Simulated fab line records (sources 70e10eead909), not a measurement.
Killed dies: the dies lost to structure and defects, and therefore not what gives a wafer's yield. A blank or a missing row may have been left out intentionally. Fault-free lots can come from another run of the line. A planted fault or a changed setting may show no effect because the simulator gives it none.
A lot that was struck, set against a sound lot ; flow nand-harc ; 13 out of 1159 route steps
Sound: the wafers L891.4, L891.5, L891.6. Struck: wafer L905.6 (left out: L905.2, L905.3 of the same lot, which were not struck); the cause appears at the end.
For every step that has rows: the tool of each side, followed by ch and its chambers, followed by its first start. Under that, the readings that differ: sound wafers ; struck wafers ; difference of the means ; sigmas: that difference in standard deviations of wafers without a fault.
alike: a reading whose means differ by less than 2 such deviations, as well as words and numbers matching on both sides. not compared: withheld readings; readings where some wafer has no value; bounds like >300 that might hide an equal value; numbers whose values overlap and for which the record gives no deviation.
A row with sigmas, a row that says differs or no value, or rows on one side alone: a step with any of these is where the two part. Numbers that have no deviation but don't overlap get no sigmas and don't part them. A reading that every wafer of one side lacks parts them only if that side has two wafers or more.

NHARC_A_WL_FILL_ALD_02: deposits TiN, target thk 2 nm, pulse time 3 s, ald cycles 100.
  sound on ald-metal-03 ch 0,1,2, day 15 05:18; struck on ald-metal-03 ch 3, day 19 11:46
  alike: heater-power-w, precursor-pulse-height-rel
NHARC_A_WL_FILL_CVD_03: deposits W, target thk 40 nm, time 3302 s.
  sound on cvd-w-02 ch 0,1, day 15 13:04; struck on cvd-w-02 ch 1, day 19 14:29
  alike: chamber-pressure-Torr, heater-power-w, mfc-wf6-sccm, throttle-valve-pct
NHARC_A_WL_FILL_ETCHBACK_04: etches the open film in NF3, target depth 60 nm, time 120 s.
  sound on rie-metal-02 ch 0,1, day 15 15:32; struck on rie-metal-01 ch 0, day 19 15:28
reading;sound;struck;difference;sigmas
run-length-s (s);140.4 140.5 141.0;141.6;+1.0;+2
  alike: drypump-motor-current-A, oes-product-au
  not compared: rf-hours-counter-h
NHARC_A_WL_FILL_ETCHBACK_05: etches the open film in Cl2/BCl3, target depth 22 nm, time 60 s.
  sound on rie-metal-02 ch 0,1, day 15 15:44; struck on rie-metal-01 ch 1, day 19 15:40
reading;sound;struck;difference;sigmas
oes-product-au (a.u.);0.980 0.984 0.997;1.008;+0.021;+2
  alike: drypump-motor-current-A, run-length-s, temp-c
  not compared: rf-hours-counter-h
then, 6 steps without rows for these wafers: NHARC_A_WL_FILL_STRIP_27 (strips in N2/H2, time 20 s); NHARC_A_WL_FILL_STRIP_28 (strips in post etch residue remover, time 1200 s); NHARC_A_WL_FILL_PRECLEAN_06 (cleans in DIW, time 300 s); NHARC_A_WL_FILL_SRD_07; NHARC_A_WL_FILL_ANNEAL_08 (time 1800 s); NHARC_A_WL_FILL_ALD_10 (deposits SiO2, target thk 50 nm, pulse time 10 s, ald cycles 500).
NHARC_A_WL_FILL_ETCHBACK_16: etches the open film in C4F8/O2/Ar, target depth 88 nm, time 17.6 s.
  sound on rie-diel-11 ch 0,1,2, day 16 02:11; struck on rie-diel-11 ch 2, day 20 03:40
reading;sound;struck;difference;sigmas
oes-product-au (a.u.);0.92 0.93 0.91;1.01;+0.09;+3
run-length-s (s);39.2 38.9 38.7;27.5;-11.4;-30
  alike: rf-vpp-V
  not compared: rf-hours-counter-h
NHARC_A_WL_FILL_STRIP_29: strips in O2, time 20 s.
  sound on rie-diel-11 ch 0,1,2, day 16 02:16; struck on rie-diel-11 ch 1, day 20 03:46
  alike: drypump-motor-current-A, oes-product-au, rf-vpp-V, showerhead-plenum-p-Torr, throttle-valve-pct
  not compared: rf-hours-counter-h
-- break in the record here, with 4 days between the starts of the struck wafers on either side (left off in module A_WL_FILL, picked up again in module END, where the first step shown is number 1159 on the route) --
NHARC_END_SORT_01:
  at this point the record logs the struck wafers (prober-02 ch 0, day 24 04:23) and has no rows for the sound ones

WHERE THEY PART
Last at NHARC_END_SORT_01 as far as this record goes, first at NHARC_A_WL_FILL_ETCHBACK_04.

WHY: the cause the simulator had injected
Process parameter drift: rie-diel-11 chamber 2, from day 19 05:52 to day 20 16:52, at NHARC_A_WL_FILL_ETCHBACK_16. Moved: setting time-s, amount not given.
